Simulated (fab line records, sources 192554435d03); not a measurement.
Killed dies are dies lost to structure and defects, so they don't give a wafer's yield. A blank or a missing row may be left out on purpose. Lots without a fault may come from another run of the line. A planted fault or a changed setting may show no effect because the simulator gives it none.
Which tool did it? | flow n5_finfet | 11 lots, 33 wafers sampled, at 4 steps of a route of 1938

WHAT THE GAUGES READ, wafer by wafer
N5_BEOL_M5_INSPECT_13: inspects for defects (brightfield).
lot  | measured     | on                | raw_defect_count
L076 | day 8 09:15  | defect_inspect-01 | 390 376 425
L077 | day 8 17:00  | defect_inspect-02 | 428 330 274
L079 | day 9 06:41  | defect_inspect-02 | 269 339 321
L081 | day 9 13:29  | defect_inspect-02 | 410 421 472
L083 | day 10 03:26 | defect_inspect-02 | 366 350 280
L085 | day 10 15:10 | defect_inspect-01 | 276 228 271
L087 | day 11 08:01 | defect_inspect-01 | 289 368 353
L089 | day 11 15:12 | defect_inspect-01 | 394 448 338
L091 | day 11 23:07 | defect_inspect-01 | 475 421 496
L094 | day 13 00:53 | defect_inspect-02 | 388 369 597
L097 | day 13 16:44 | defect_inspect-01 | 255 339 207

WHICH TOOL RAN EACH LOT (tool, then ch and the chambers of the sampled wafers, then the start)
lot  | N5_BEOL_M4_TRENCH_ETCH_37                     | N5_BEOL_M4_SPUTTER_96        | N5_BEOL_M4_CMP_52
L076 | rie_diel-03 ch 1,2,3, day 8 04:05 or earlier  | pvd_sputter-02, day 8 04:05  | cmp-01 ch 1,2,3, day 8 04:37
L077 | rie_diel-04 ch 0,2,3, day 8 11:58 or earlier  | pvd_sputter-03, day 8 11:58  | cmp-02 ch 0,1,2, day 8 12:36
L079 | rie_diel-01 ch 1,2,3, day 9 02:41 or earlier  | pvd_sputter-03, day 9 02:41  | cmp-01 ch 0,1,3, day 9 03:23
L081 | rie_diel-01 ch 0,1, day 9 09:28 or earlier    | pvd_sputter-02, day 9 09:28  | cmp-03 ch 0,3, day 9 10:10
L083 | rie_diel-03 ch 0,2,3, day 9 22:58 or earlier  | pvd_sputter-03, day 9 22:58  | cmp-02 ch 1,2,3, day 9 23:30
L085 | rie_diel-01 ch 0,1, day 10 10:38 or earlier   | pvd_sputter-02, day 10 10:38 | cmp-01 ch 1,3, day 10 11:07
L087 | rie_diel-03 ch 0,2, day 11 03:16 or earlier   | pvd_sputter-02, day 11 03:16 | cmp-02 ch 0,1,3, day 11 03:47
L089 | rie_diel-01 ch 1,3, day 11 10:22 or earlier   | pvd_sputter-03, day 11 10:22 | cmp-02 ch 0,2,3, day 11 10:53
L091 | rie_diel-04 ch 0,1,2, day 11 18:47 or earlier | pvd_sputter-01, day 11 18:47 | cmp-02 ch 1,2, day 11 19:17
L094 | rie_diel-01 ch 0,3, day 12 20:20 or earlier   | pvd_sputter-02, day 12 20:20 | cmp-01 ch 1,2, day 12 20:52
L097 | rie_diel-04 ch 0,1,3, day 13 11:37 or earlier | pvd_sputter-01, day 13 11:37 | cmp-01 ch 0,1,3, day 13 12:11
- N5_BEOL_M4_TRENCH_ETCH_37: etches SiOC in C4F6/O2, target depth 55.555 nm, time 29.2 s.
- N5_BEOL_M4_SPUTTER_96: material Cu, target thk 4.5 nm, time 8.29 s.
- N5_BEOL_M4_CMP_52: polishes, stops on SiOC, t overpolish 6.8 s, target thk 40 nm.

THE ANSWER, worked out from the rows above alone
Rule: what is usual is taken from the lots themselves. Put in order of their means at a reading, lots are off if they are a third of the lots or fewer, leave a main group of 4 or more, and stand apart from it by a gap of 3 or more times the standard deviation of the main group's means; of several such gaps the widest counts. A main group whose means are all the same, to the digits that the tables above print for the reading, isn't used. A lot without any number at a reading at which 4 lots or more have one is off too. The other lots that the step has rows for count as sound.
No lot is off at any reading shown: from this, nothing can be told.

WHAT THE SIMULATOR HAD PUT IN
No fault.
